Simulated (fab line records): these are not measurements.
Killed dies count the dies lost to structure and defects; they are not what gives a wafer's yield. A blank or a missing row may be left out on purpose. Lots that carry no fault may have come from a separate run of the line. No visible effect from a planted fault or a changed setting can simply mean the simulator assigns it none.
Split-lot experiment    flow n5_finfet    39 wafers read across 7 lots, on a route 1938 steps long

ON THE SPLIT
At N5_BEOL_M13_ETCH_59 (etches BARC in N2/H2, target depth 89 nm, overetch 26.7 nm, time 67.9 s), the setting time_s was moved away from the recipe's 67.9 s on 12 of the 39 wafers read, by -51.7% to +35.7%. The other wafers ran this setting at the recipe's value.

FROM THE SPLIT TO THE READING: what the file shows between them, 5 steps
- N5_BEOL_M13_VIA_ETCH_16: etches SiOC in C4F8/O2/Ar, target depth 921.7 nm
- N5_BEOL_M13_STRIP_63: strips in N2/H2
- N5_BEOL_M13_STRIP_64: strips in N2/H2
- N5_BEOL_M13_STRIP_71: strips in post etch residue remover, time 60 s
- N5_BEOL_M13_SRD_72: time 30 s, dry time 30 s

THE READING
At N5_BEOL_M13_CD_MEAS_17: cd_nm in nanometres, against a target cd of 190 nm. Typical for fault-free wafers on this fab line: 189.6 nm, with standard deviation 1.6 nm.

wafer   tool, chamber at the split  time_s as run, s  against the recipe  cd_nm, nm  against lot-mates on the recipe
L077.1  rie_diel-04, 2              86.84             +27.9%              193.6      +4.2
L077.2  rie_diel-04, 1,0            67.9              recipe              188.9      -
L077.3  rie_diel-04, 3              86.84             +27.9%              193.1      +3.7
L077.4  rie_diel-04, 1,0            67.9              recipe              188.9      -
L077.5  rie_diel-04, 0              67.9              recipe              190.5      -
L077.6  rie_diel-04, 1              86.84             +27.9%              194.0      +4.6
L078.1  rie_diel-06, 0              32.79             -51.7%              182.3      -6.7
L078.2  rie_diel-06, 3              32.79             -51.7%              181.7      -7.3
L078.3  rie_diel-06, 1              67.9              recipe              189.9      -
L078.4  rie_diel-06, 2              67.9              recipe              190.1      -
L078.5  rie_diel-06, 3              67.9              recipe              186.9      -
L078.6  rie_diel-06, 0              32.79             -51.7%              183.6      -5.4
L079.1  rie_diel-03, 2              87.77             +29.3%              193.4      +3.2
L079.2  rie_diel-03, 1              87.77             +29.3%              193.2      +3.0
L079.3  rie_diel-03, 0              67.9              recipe              190.6      -
L079.4  rie_diel-03, 3              87.77             +29.3%              193.2      +3.0
L079.5  rie_diel-03, 3              67.9              recipe              189.1      -
L079.6  rie_diel-03, 2              67.9              recipe              191.0      -
L088.1  rie_diel-06, 0              67.9              recipe              188.2      -
L088.2  rie_diel-06, 3              67.9              recipe              186.8      -
L088.3  rie_diel-06, 1              67.9              recipe              187.9      -
L088.4  rie_diel-06, 1              67.9              recipe              189.0      -
L088.5  rie_diel-06, 0              67.9              recipe              187.3      -
L088.6  rie_diel-06, 3              67.9              recipe              188.4      -
L087.4  rie_diel-03, 3,0            67.9              recipe              188.7      -
L087.5  rie_diel-03, 2              67.9              recipe              188.6      -
L087.6  rie_diel-03, 3,0            67.9              recipe              189.8      -
L091.1  rie_diel-04, 3,2            92.17             +35.7%              195.4      +4.0
L091.2  rie_diel-04, 3,2            92.17             +35.7%              196.4      +5.0
L091.3  rie_diel-04, 1              67.9              recipe              191.0      -
L091.4  rie_diel-04, 0              67.9              recipe              193.5      -
L091.5  rie_diel-04, 0              92.17             +35.7%              196.7      +5.3
L091.6  rie_diel-04, 3              67.9              recipe              189.8      -
L095.1  rie_diel-06, 0              67.9              recipe              186.9      -
L095.2  rie_diel-06, 2              67.9              recipe              189.5      -
L095.3  rie_diel-06, 3              67.9              recipe              187.5      -
L095.4  rie_diel-06, 1              67.9              recipe              189.0      -
L095.5  rie_diel-06, 3              67.9              recipe              188.4      -
L095.6  rie_diel-06, 2              67.9              recipe              191.7      -
When a row names more than one chamber, that row covers several wafers, and the file does not tell which wafer ran in which chamber.

FIT RESULTS
A straight line over all 39 wafers: cd_nm changes by +0.148 nm for each +1% of time_s; r = +0.91; the points scatter about the line by 1.5 nm.
The same after taking each lot's own level away (the mean of its wafers on the recipe; 39 wafers): +0.126 nm for each +1%; r = +0.93; scatter 1.1 nm.
According to that fit, moving time_s by its largest amount changes the reading by 6.5 nm.
Measured against the standard deviation above, the lots' own levels, which go from 187.93 to 191.43 nm, span 2.2 times it.
Thus the slope moves with the lot-to-lot level: the two fits are different.
Check: with one of the wafers moved furthest among these (-51.7%) left out of the fit, the line predicts -6.46 nm for it against its lot-mates. Against them it came out at -6.67 nm.

THE OTHER SPLITS THESE WAFERS WENT THROUGH
Other splits were also applied to these wafers ahead of the reading. Each is held against what the fit with the lots' levels taken away leaves over:
other split on the same wafers       wafers away from the commonest value  r with cd_nm (lot level and that fit taken away)
N5_BEOL_M11_ILD_DEP_00 target_thk_a  12                                    +0.05

THE WHOLE CHAIN: every reading that the file lists as answering this split, in the file's order
step                     what it does                                                             reading                                                                           change (the file's fit)                r (the file's)
N5_BEOL_M13_ETCH_59      etches BARC in N2/H2, target depth 89 nm, overetch 26.7 nm, time 67.9 s  coat_of_BEOL_M13_COAT_04.thk_nm (the simulator's own value, which no gauge read)  -0.648 nm for each +1% of the setting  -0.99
N5_BEOL_M13_VIA_ETCH_16  etches SiOC in C4F8/O2/Ar, target depth 921.7 nm                         coat_of_BEOL_M13_COAT_04.thk_nm (the simulator's own value, which no gauge read)  -0.643 nm for each +1% of the setting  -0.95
N5_BEOL_M13_STRIP_63     strips in N2/H2                                                          strip_time_to_endpoint_s                                                          withheld for each +1% of the setting   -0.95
N5_BEOL_M13_CD_MEAS_17   target cd 190 nm                                                         cd_nm                                                                             +0.126 nm for each +1% of the setting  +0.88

FILE'S OWN FIT
cd_nm changes by +0.126 nm for each +1% of time_s, r = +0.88.
